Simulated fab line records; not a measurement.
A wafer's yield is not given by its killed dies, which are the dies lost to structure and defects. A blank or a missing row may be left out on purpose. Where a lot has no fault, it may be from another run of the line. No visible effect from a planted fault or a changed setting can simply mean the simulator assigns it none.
Tool commonality check + flow nandHarc + 11 lots and 33 wafers in the sample

WHY THIS WAS OPENED
Flagged at NHARC_A_ONON_D2_THK_MEAS_14: reading thkNm, on 2 of 11 lots. No-fault wafers: 1001 nm, standard deviation 7.2.
Rule: a lot is flagged in two cases, either no wafer of it has a number, or all its wafers with numbers fall more than 4 standard deviations from that mean. The rest of the lots are taken to be sound.

| lot  | measured     | on           | thkNm (nm), wafer by wafer | flag    |
|------|--------------|--------------|----------------------------|---------|
| L809 | day 12 22:15 | filmMetro-02 | 993 993 992                |         |
| L811 | day 13 09:49 | filmMetro-02 | 1006 1005 1002             |         |
| L810 | day 13 09:49 | filmMetro-01 | 1000 1000 1001             |         |
| L812 | day 13 21:57 | filmMetro-02 | 1007 1008 1008             |         |
| L816 | day 15 22:24 | filmMetro-01 | 1003 1003 1003             |         |
| L817 | day 16 04:08 | filmMetro-02 | 987 985 985                |         |
| L819 | day 16 11:29 | filmMetro-02 | 1003 1005 1004             |         |
| L822 | day 17 14:32 | filmMetro-01 | 994 994 993                |         |
| L826 | day 19 13:12 | filmMetro-01 | 1063 1062 1062             | FLAGGED |
| L827 | day 19 21:53 | filmMetro-02 | 1053 1052 1052             | FLAGGED |
| L831 | day 21 16:43 | filmMetro-01 | 1001 1000 1001             |         |
Average over the flagged lots: 1057 nm; offset from the usual +56 nm, equal to +8 standard deviations.

LOT BY LOT: THE TOOL USED
4 process steps preceding the reading are held in the record, out of 1302 steps in the route. Every cell lists first the tool, next ch and the chambers used by the sampled wafers, and last the start.
| lot  | flag    | NHARC_A_CHANNEL_HOLE_D1_STRIP_27             | NHARC_A_CHANNEL_FILL_D1_STRIP_29             | NHARC_A_DECK1_JOINT_ETCHBACK_00 | NHARC_A_ONON_D2_DEP_12          |
|------|---------|----------------------------------------------|----------------------------------------------|---------------------------------|---------------------------------|
| L809 |         | rieDiel-10 ch 0,2,3, day 11 20:46 or earlier | rieDiel-12 ch 1,2,3, day 11 20:46 or earlier | rieSi-05 ch 0,1,2, day 11 20:46 | pecvdOnon-01 ch 0, day 12 21:44 |
| L811 |         | rieDiel-10 ch 0,1, day 12 02:21 or earlier   | rieDiel-09 ch 0,1, day 12 02:21 or earlier   | rieSi-04 ch 0,1,2, day 12 02:21 | pecvdOnon-03 ch 0, day 13 09:28 |
| L810 |         | rieDiel-10 ch 0,1,3, day 12 02:19 or earlier | rieDiel-12 ch 0,3, day 12 02:19 or earlier   | rieSi-03 ch 0,3, day 12 02:19   | pecvdOnon-01 ch 0, day 13 09:25 |
| L812 |         | rieDiel-10 ch 1,2,3, day 12 17:34 or earlier | rieDiel-09 ch 0,1,3, day 12 17:34 or earlier | rieSi-05 ch 0,1,2, day 12 17:34 | pecvdOnon-02 ch 0, day 13 21:26 |
| L816 |         | rieDiel-03 ch 0,2,3, day 14 22:50 or earlier | rieDiel-04 ch 1,3, day 14 22:50 or earlier   | rieSi-03 ch 0,1,3, day 14 22:50 | pecvdOnon-03 ch 0, day 15 21:52 |
| L817 |         | rieDiel-10 ch 0,1,2, day 14 12:02 or earlier | rieDiel-12 ch 0,1,3, day 14 12:02            | rieSi-05 ch 2,3, day 15 04:52   | pecvdOnon-01 ch 0, day 16 03:38 |
| L819 |         | rieDiel-10 ch 1,2,3, day 15 09:14 or earlier | rieDiel-04 ch 0,3, day 15 09:14 or earlier   | rieSi-05 ch 0,1,3, day 15 09:14 | pecvdOnon-01 ch 0, day 16 11:02 |
| L822 |         | rieDiel-10 ch 0,1,3, day 16 11:52 or earlier | rieDiel-12 ch 0,1,2, day 16 11:52 or earlier | rieSi-05 ch 1,2,3, day 16 11:52 | pecvdOnon-02 ch 0, day 17 14:01 |
| L826 | FLAGGED | rieDiel-03 ch 0,1,2, day 18 08:46 or earlier | rieDiel-09 ch 0,1,3, day 18 08:46 or earlier | rieSi-03 ch 1,2,3, day 18 08:46 | pecvdOnon-03 ch 0, day 19 12:41 |
| L827 | FLAGGED | rieDiel-10 ch 0,3, day 18 16:31 or earlier   | rieDiel-12 ch 0,1,3, day 18 16:31 or earlier | rieSi-03 ch 0,3, day 18 16:31   | pecvdOnon-03 ch 0, day 19 21:22 |
| L831 |         | rieDiel-10 ch 0,1,3, day 19 20:09 or earlier | rieDiel-04 ch 1,3, day 19 20:09              | rieSi-05 ch 0,1,3, day 20 13:01 | pecvdOnon-01 ch 0, day 21 16:14 |
What these steps do:
- NHARC_A_CHANNEL_HOLE_D1_STRIP_27: strips in O2.
- NHARC_A_CHANNEL_FILL_D1_STRIP_29: strips in O2, time 20 s.
- NHARC_A_DECK1_JOINT_ETCHBACK_00: etches the open film in HBr, target depth 30 nm, time 17.4 s.
- NHARC_A_ONON_D2_DEP_12: target thk 1000 nm.
- NHARC_A_ONON_D2_THK_MEAS_14: measures by ellipsometry.

FLAGGED AGAINST TOTAL, ONE TOOL AT A TIME (gauges that did the reading follow at the end)
| step                             | tool         | lots run | flagged | share of the flagged lots | sound lots run after its first flagged lot |
|----------------------------------|--------------|----------|---------|---------------------------|--------------------------------------------|
| NHARC_A_CHANNEL_HOLE_D1_STRIP_27 | rieDiel-03   | 2        | 1       | some                      | 0                                          |
| NHARC_A_CHANNEL_HOLE_D1_STRIP_27 | rieDiel-10   | 9        | 1       | some                      | 1 (L831)                                   |
| NHARC_A_CHANNEL_FILL_D1_STRIP_29 | rieDiel-04   | 3        | 0       | none                      | -                                          |
| NHARC_A_CHANNEL_FILL_D1_STRIP_29 | rieDiel-09   | 3        | 1       | some                      | 0                                          |
| NHARC_A_CHANNEL_FILL_D1_STRIP_29 | rieDiel-12   | 5        | 1       | some                      | 0                                          |
| NHARC_A_DECK1_JOINT_ETCHBACK_00  | rieSi-03     | 4        | 2       | all                       | 0                                          |
| NHARC_A_DECK1_JOINT_ETCHBACK_00  | rieSi-04     | 1        | 0       | none                      | -                                          |
| NHARC_A_DECK1_JOINT_ETCHBACK_00  | rieSi-05     | 6        | 0       | none                      | -                                          |
| NHARC_A_ONON_D2_DEP_12           | pecvdOnon-01 | 5        | 0       | none                      | -                                          |
| NHARC_A_ONON_D2_DEP_12           | pecvdOnon-02 | 2        | 0       | none                      | -                                          |
| NHARC_A_ONON_D2_DEP_12           | pecvdOnon-03 | 4        | 2       | all                       | 0                                          |
| NHARC_A_ONON_D2_THK_MEAS_14      | filmMetro-01 | 5        | 1       | some                      | 1 (L831)                                   |
| NHARC_A_ONON_D2_THK_MEAS_14      | filmMetro-02 | 6        | 1       | some                      | 0                                          |
Because NHARC_A_CHANNEL_HOLE_D1_STRIP_27 lacks a start for some lots, the hours and order of its lots are taken from NHARC_A_DECK1_JOINT_ETCHBACK_00. Because NHARC_A_CHANNEL_FILL_D1_STRIP_29 lacks a start for some lots, the hours and order of its lots are taken from NHARC_A_DECK1_JOINT_ETCHBACK_00.

WHAT THE TABLE ALLOWS
2 rows of the table ran every flagged lot: rieSi-03 at NHARC_A_DECK1_JOINT_ETCHBACK_00, pecvdOnon-03 at NHARC_A_ONON_D2_DEP_12.
- rieSi-03 at NHARC_A_DECK1_JOINT_ETCHBACK_00: 2 of its 4 lots flagged. Its last sound lot is L816 (day 14 22:50), its first flagged lot L826 (day 18 08:46): a fault that began between those two fits.
- pecvdOnon-03 at NHARC_A_ONON_D2_DEP_12: 2 of its 4 lots flagged. Its last sound lot is L816 (day 15 21:52), its first flagged lot L826 (day 19 12:41): a fault that began between those two fits.
A lot count leaves these 2 tools indistinguishable: every one of them fits a fault beginning at some hour. More lots, or a look at what each step does to the wafer, might.

WHAT THE SIMULATOR HAD PUT IN
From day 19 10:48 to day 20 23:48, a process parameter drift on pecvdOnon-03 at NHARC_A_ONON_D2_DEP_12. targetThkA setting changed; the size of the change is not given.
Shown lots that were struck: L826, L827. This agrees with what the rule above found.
